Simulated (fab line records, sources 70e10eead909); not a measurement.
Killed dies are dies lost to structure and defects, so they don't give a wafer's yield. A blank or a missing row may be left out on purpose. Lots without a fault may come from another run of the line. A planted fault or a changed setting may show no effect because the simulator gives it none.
Problem report in the 8D (eight disciplines) form, filled by code | flow nand_harc | the parts of the form that need people (team, actions taken, sign-off) are left out

1. THE PROBLEM
thk_nm at NHARC_A_ONON_D1_THK_MEAS_27 reads a mean of 1536 nm on 6 wafers of 2 lots; wafers without a fault read 1002 nm with a standard deviation of 9.5. That is +56 standard deviations from the usual mean.
The step: measures by ellipsometry.
First seen on wafer L640.2, day 14 06:10, on film_metro-01. The record holds 39 wafers of 13 lots with a number at this step. Rule for "out", or "out of limits": more than 4 standard deviations from the usual mean. The other wafers with a number count as sound.

2. WHAT IT IS AND WHAT IT IS NOT
question                    | is                     | is not
which readings at this step | thk_nm                 | -
which lots                  | L640, L642             | L626, L627, L628, L629, L630, L631, L633, L635, L646, L647, L648
which wafers of those lots  | all that have a number | -
read on which gauges        | film_metro-01          | film_metro-02
when                        | from day 14 06:10      | up to then (24 sound wafers); but 9 sound wafers of L646, L647, L648 came after

3. SUSPECTS, AND WHAT RULES EACH OUT
Counting: a tool at a process step up to the reading stays a suspect if it ran every lot that is out and no sound lot after the first of them.
- the gauge at NHARC_A_ONON_D1_THK_MEAS_27: kept. All the wafers that are out were read on film_metro-01, and no step on other tools shows them out.
- rie_diel-11 at NHARC_A_ZERO_WELL_DESCUM_12 (chemistry O2, time 3 s): kept. It ran every lot that is out, first L640 (day 12 17:56), and no sound lot after that; its last sound lot up to then is L635 (day 10 18:45).
- pecvd_onon-02 at NHARC_A_ONON_D1_DEP_25 (target thk 1000 nm): kept. It ran every lot that is out, first L640 (day 14 05:43), and no sound lot after that; its last sound lot up to then is L635 (day 12 02:40).
Left after counting: rie_diel-11 at NHARC_A_ZERO_WELL_DESCUM_12, pecvd_onon-02 at NHARC_A_ONON_D1_DEP_25, film_metro-01 at NHARC_A_ONON_D1_THK_MEAS_27.

4. THE CAUSE (what the simulator had put in)
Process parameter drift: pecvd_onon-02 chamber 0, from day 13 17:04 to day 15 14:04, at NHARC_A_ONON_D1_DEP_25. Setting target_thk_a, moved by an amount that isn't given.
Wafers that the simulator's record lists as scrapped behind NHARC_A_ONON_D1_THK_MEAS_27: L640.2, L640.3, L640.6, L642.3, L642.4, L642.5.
Counting left 3 suspects, and this tool is among them.

5. THE CHAIN OF EFFECTS, in route order
Each row: a reading whose mean over the struck wafers that have a number lies more than 3 standard deviations from the usual. Only readings for which the record gives a usual standard deviation are gone through. hours: the time from each lot's start at the first step in this table that gives one to its start at this step, as a median over the lots. sigmas: the change in usual standard deviations.
hours | step                        | reading | usual   | on struck wafers | change | sigmas
0     | NHARC_A_ONON_D1_THK_MEAS_27 | thk_nm  | 1002 nm | 1536             | +534   | +56

6. WHAT WOULD HAVE CAUGHT IT SOONER
In this record the first reading out of limits at a measuring or inspecting step was taken at day 14 06:10, 13 hours after the fault began at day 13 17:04.
Of the lots that are out (2), L642 began NHARC_A_ONON_D1_DEP_25 on pecvd_onon-02 after day 14 06:10. A hold on the tool at that time would have spared it.
